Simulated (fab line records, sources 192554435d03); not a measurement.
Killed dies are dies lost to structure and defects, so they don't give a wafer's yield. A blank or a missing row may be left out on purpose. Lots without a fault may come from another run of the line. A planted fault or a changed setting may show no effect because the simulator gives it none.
Which tool did it? | flow n5_finfet | 9 lots, 27 wafers sampled, at 3 steps of a route of 1938

WHAT THE GAUGES READ, wafer by wafer
N5_BEOL_M15_CD_MEAS_10: target cd 360 nm.
lot  | measured     | on        | cd_nm (nm)
L623 | day 11 06:01 | cd_sem-02 | 360.8 361.5 362.9
L624 | day 11 16:11 | cd_sem-03 | 362.4 361.6 362.6
L625 | day 12 04:23 | cd_sem-03 | 363.0 359.3 360.7
L626 | day 12 07:55 | cd_sem-03 | 360.9 356.0 360.0
L628 | day 12 16:19 | cd_sem-02 | 347.7 346.4 346.1
L632 | day 13 10:26 | cd_sem-02 | 352.6 353.2 352.4
L633 | day 14 08:48 | cd_sem-02 | 350.7 351.1 352.5
L636 | day 14 18:29 | cd_sem-02 | 360.4 360.5 361.3
L641 | day 16 09:47 | cd_sem-01 | 358.8 362.4 360.4

WHICH TOOL RAN EACH LOT (tool, then ch and the chambers of the sampled wafers, then the start)
lot  | N5_BEOL_M14_DEGAS_41         | N5_BEOL_M15_EXPOSE_07
L623 | pvd_sputter-02, day 11 03:50 | krf_scanner-01 ch 0, day 11 05:52
L624 | pvd_sputter-03, day 11 14:18 | krf_scanner-01 ch 0, day 11 16:01
L625 | pvd_sputter-01, day 12 01:51 | krf_scanner-01 ch 0, day 12 04:13
L626 | pvd_sputter-02, day 12 06:01 | krf_scanner-01 ch 0, day 12 07:44
L628 | pvd_sputter-01, day 12 14:17 | krf_scanner-01 ch 0, day 12 16:10
L632 | pvd_sputter-03, day 13 08:18 | krf_scanner-01 ch 0, day 13 10:16
L633 | pvd_sputter-01, day 14 06:36 | krf_scanner-01 ch 0, day 14 08:38
L636 | pvd_sputter-02, day 14 16:37 | krf_scanner-02 ch 0, day 14 18:19
L641 | pvd_sputter-03, day 16 07:46 | krf_scanner-02 ch 0, day 16 09:37
- N5_BEOL_M14_DEGAS_41: time 60 s.
- N5_BEOL_M15_EXPOSE_07: exposes mask V14.

WHAT THE TOOLS THEMSELVES READ (means of the sampled wafers that have a number; where no wafer has one, the mark that the record gives instead)
N5_BEOL_M14_DEGAS_41.
lot  | tool           | heater_power_w (W)
L623 | pvd_sputter-02 | 422
L624 | pvd_sputter-03 | 451
L625 | pvd_sputter-01 | 462
L626 | pvd_sputter-02 | 508
L628 | pvd_sputter-01 | 481
L632 | pvd_sputter-03 | 442
L633 | pvd_sputter-01 | 426
L636 | pvd_sputter-02 | 559
L641 | pvd_sputter-03 | 447

N5_BEOL_M15_EXPOSE_07.
lot  | tool           | exposure_dose_mJ_cm2
L623 | krf_scanner-01 | 41.23
L624 | krf_scanner-01 | 41.22
L625 | krf_scanner-01 | 41.21
L626 | krf_scanner-01 | 41.25
L628 | krf_scanner-01 | 38.04
L632 | krf_scanner-01 | 39.23
L633 | krf_scanner-01 | 39.69
L636 | krf_scanner-02 | 41.17
L641 | krf_scanner-02 | 41.22

THE ANSWER, worked out from the rows above alone
Rule: what is usual is taken from the lots themselves. Put in order of their means at a reading, lots are off if they are a third of the lots or fewer, leave a main group of 4 or more, and stand apart from it by a gap of 3 or more times the standard deviation of the main group's means; of several such gaps the widest counts. A main group whose means are all the same, to the digits that the tables above print for the reading, isn't used. A lot without any number at a reading at which 4 lots or more have one is off too. The other lots that the step has rows for count as sound. The gauges are gone through in route order, then the tools' own readings, and for those a lot's mean is taken as printed above. The first step at which some lot is off is used, and at that step the reading that is off furthest; a lot without a number counts as furthest.
Off: L628, L632, L633, at N5_BEOL_M15_CD_MEAS_10 (cd_nm). The main group: mean 360.9 nm, standard deviation 1.
A tool fits if, at a process step before that reading, it ran every lot that is off, and no sound lot after the first of them. The gauges at N5_BEOL_M15_CD_MEAS_10 aren't tried: what is off there is off at N5_BEOL_M15_EXPOSE_07 too, on other tools, and a gauge's error can't cause that. One fits: krf_scanner-01 at N5_BEOL_M15_EXPOSE_07. Its last sound lot is L626 (day 12 07:44), its first lot that is off L628 (day 12 16:10): a fault that began between those two fits.
The tool's own readings at N5_BEOL_M15_EXPOSE_07 bear it out: on the lots that are off they differ by more than 5 times the standard deviation of the sound lots' means. exposure_dose_mJ_cm2 reads 38.99 there against 41.22 on the sound lots.

WHAT THE SIMULATOR HAD PUT IN
Process parameter drift: krf_scanner-01, from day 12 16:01 on, at N5_BEOL_M15_EXPOSE_07. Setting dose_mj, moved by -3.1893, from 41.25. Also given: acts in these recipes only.
Lots struck among those shown: L628, L632, L633. The rule above found the same.
